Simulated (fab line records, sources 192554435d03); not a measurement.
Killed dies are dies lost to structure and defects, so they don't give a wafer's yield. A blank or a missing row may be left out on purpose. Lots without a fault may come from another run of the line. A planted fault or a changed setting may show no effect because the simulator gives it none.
Chamber matching | flow n5_finfet | N5_BEOL_M0_TRENCH_ETCH_107 on rie_diel-01: 4 sister chambers
The step etches SiOC in C4F6/O2, target depth 32.8 nm, time 16.4 s. 8 wafers are shown with their chamber, then 9 later ones without.

WAFERS WITH THEIR CHAMBER
wafer  | chamber | drypump_motor_current_A (A) | rf_vpp_V (V)
L076.3 | 2       | 5.2                         | 667
L082.5 | 1       | 5.7                         | 661
L085.1 | 3       | 6.3                         | 675
L085.4 | 0       | 6.4                         | 665
L085.5 | 2       | 5.3                         | 664
L089.2 | 1       | 5.7                         | 662
L089.3 | 3       | 6.3                         | 675
L089.4 | 0       | 6.4                         | 665

WAFERS WITHOUT THEIR CHAMBER
wafer  | drypump_motor_current_A (A) | rf_vpp_V (V)
L093.1 | 5.7                         | 662
L093.4 | 5.7                         | 661
L093.5 | 6.3                         | 665
L092.4 | 6.4                         | 665
L092.5 | 5.7                         | 662
L092.6 | 6.4                         | 666
L096.3 | 5.7                         | 661
L096.4 | 6.3                         | 664
L096.5 | 5.7                         | 661

WHICH CHAMBER EACH WENT THROUGH
wafer  | from the rows above | in truth
L093.1 | 1                   | 1
L093.4 | 1                   | 1
L093.5 | 0                   | 0
L092.4 | 0                   | 0
L092.5 | 1                   | 1
L092.6 | 0                   | 0
L096.3 | 1                   | 1
L096.4 | 0                   | 0
L096.5 | 1                   | 1
Placed correctly: 9 of 9. Can't be placed from these rows: 0. Placed wrongly: 0.
How it was worked out, from the rows above alone: a wafer's distance from a chamber is the root of the sum, over the readings, of the square of ((its reading less the chamber's mean) divided by the reading's scatter). The wafer belongs to the nearest chamber; if the next one is less than 2 further off, it can't be placed. A chamber's mean is the mean of its shown wafers. The scatter: the root of (the sum of the squares of (reading less its chamber's mean) over the shown wafers, divided by (wafers less chambers)).
